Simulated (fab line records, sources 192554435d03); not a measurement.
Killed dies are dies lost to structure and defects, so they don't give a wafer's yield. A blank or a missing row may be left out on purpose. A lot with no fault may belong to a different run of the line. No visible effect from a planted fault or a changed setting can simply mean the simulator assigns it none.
Comparing a struck lot with a sound one    flow n5-finfet    26 out of 1938 route steps
Sound: the wafers L519.4, L519.5, L519.6. Wafers L502.1, L502.3, L502.4 were the ones struck. The cause is named last.
Each step with rows lists, per side, the tool, then ch with its chambers, then its first start. Under that, the readings that differ: sound wafers    struck wafers    difference of the means    sigmas: that difference in standard deviations of wafers without a fault.
alike: words and numbers the same on both sides, and readings whose means are apart by under 2 such deviations; not compared: readings that were withheld, readings missing a value for some wafer, numbers with overlapping values and no deviation given by the record, and bounds like >300 which may hide the same value.
Wherever a step has rows on one side only, a row that says differs or no value, or a row with sigmas, the two part there. Numbers that have no deviation but don't overlap get no sigmas and don't part them. A reading missing from all wafers of one side parts the sides only when that side holds two or more wafers.

first, 8 steps without rows for these wafers: N5_BEOL_M4_PRE_CLEAN_60 (time 15 s); N5_BEOL_M4_CO_CAP_55 (material Co, precursor CCTBA/H2, target thk 2 nm, time 102.1 s); N5_BEOL_M4_PRE_CLEAN_56 (time 15 s); N5_BEOL_M4_DEP_57 (deposits SiCN from 3MS/NH3, target thk 8 nm, time 14 s); N5_BEOL_M5_ILD_DEP_00 (deposits SiCOH lowk from DEMS/porogen, target thk 140.64 nm, time 25.9 s); N5_BEOL_M5_CURE_79 (cures SiCOH lowk, time 240 s); N5_BEOL_M5_PECVD_70 (deposits SiO2 from TEOS/O2, target thk 16 nm, time 18 s); N5_BEOL_M5_HM_DEP_02 (deposits TiN, target thk 20 nm).
N5_BEOL_M5_COAT_59: time 60 s, resist thk 60 nm.
  sound on litho-track-05 ch 0, day 13 00:17; struck on litho-track-01 ch 0, day 8 17:02
reading                                   sound                 struck                difference  sigmas
spin-speed-rpm (rpm)                      1497.8 1500.7 1501.8  1609.5 1610.3 1608.5  +109.3      +99 or more
model.SOC_of_BEOL_M5_COAT_59.thk-nm (nm)  60 59.8 59.8          57.8 57.6 57.8        -2.1        
then, 11 steps without rows for these wafers: N5_BEOL_M5_COAT_60 (time 60 s, resist thk 12 nm); N5_BEOL_M5_COAT_71 (time 60 s, resist thk 5 nm); N5_BEOL_M5_COAT_05 (resist thk 30 nm); N5_BEOL_M5_EBR_07; N5_BEOL_M5_SOFTBAKE_06 (time 60 s); N5_BEOL_M5_EXPOSE_08 (exposes mask M5, target cd 28 nm); N5_BEOL_M5_PEB_09 (peb time 60 s); N5_BEOL_M5_DEVELOP_10 (develop time 30 s); N5_BEOL_M5_DESCUM_16 (chemistry O2, time 7 s); N5_BEOL_M5_ETCH_72 (etches underlayer in N2/H2, target depth 6.5 nm, time 5.2 s); N5_BEOL_M5_ETCH_61 (etches SiARC in CF4, target depth 15.6 nm, time 26 s).
N5_BEOL_M5_ETCH_62: etches SOC in N2/H2, target depth 75 nm, overetch 15 nm, time 112.5 s.
  sound on rie-diel-03 ch 0,1, day 13 00:59; struck on rie-diel-01 ch 0,1,2, day 8 17:38
reading                   sound              struck             difference  sigmas
model.etch.depth-nm (nm)  59.91 59.87 59.81  57.76 57.67 57.76  -2.13       
  alike: chamber-pressure-mTorr, drypump-motor-current-A, oes-product-au, rf-vpp-V, showerhead-plenum-p-Torr, throttle-valve-pct
  not compared: rf-hours-counter-h
then, 3 steps without rows for these wafers: N5_BEOL_M5_STRIP_63 (strips in N2/H2); N5_BEOL_M5_STRIP_73 (strips in N2/H2); N5_BEOL_M5_STRIP_64 (strips in CF4).
N5_BEOL_M5_HM_OPEN_17: chemistry Cl2/BCl3, target TiN, target depth 20 nm, overetch 6 nm.
  sound on rie-metal-03 ch 0,1, day 13 01:11; struck on rie-metal-02 ch 0,1, day 8 17:48
reading                                   sound     struck        difference  sigmas
model.SOC_of_BEOL_M5_COAT_59.thk-nm (nm)  52 52 52  50 49.6 49.8  -2          
  alike: bcl3-flow-sccm, chamber-pressure-mTorr, drypump-motor-current-A, oes-product-au, throttle-valve-pct
  not compared: rf-hours-counter-h
then, 1 step without rows for these wafers: N5_BEOL_M5_STRIP_19 (strips in O2).

== WHERE THEY PART ==
Within this record, at N5_BEOL_M5_COAT_59 only. Later steps at which nothing parts them and some readings are alike: N5_BEOL_M5_ETCH_62, N5_BEOL_M5_HM_OPEN_17.

WHY: what the simulator had put in
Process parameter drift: litho-track-01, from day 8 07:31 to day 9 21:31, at N5_BEOL_M5_COAT_59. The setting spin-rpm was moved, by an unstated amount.
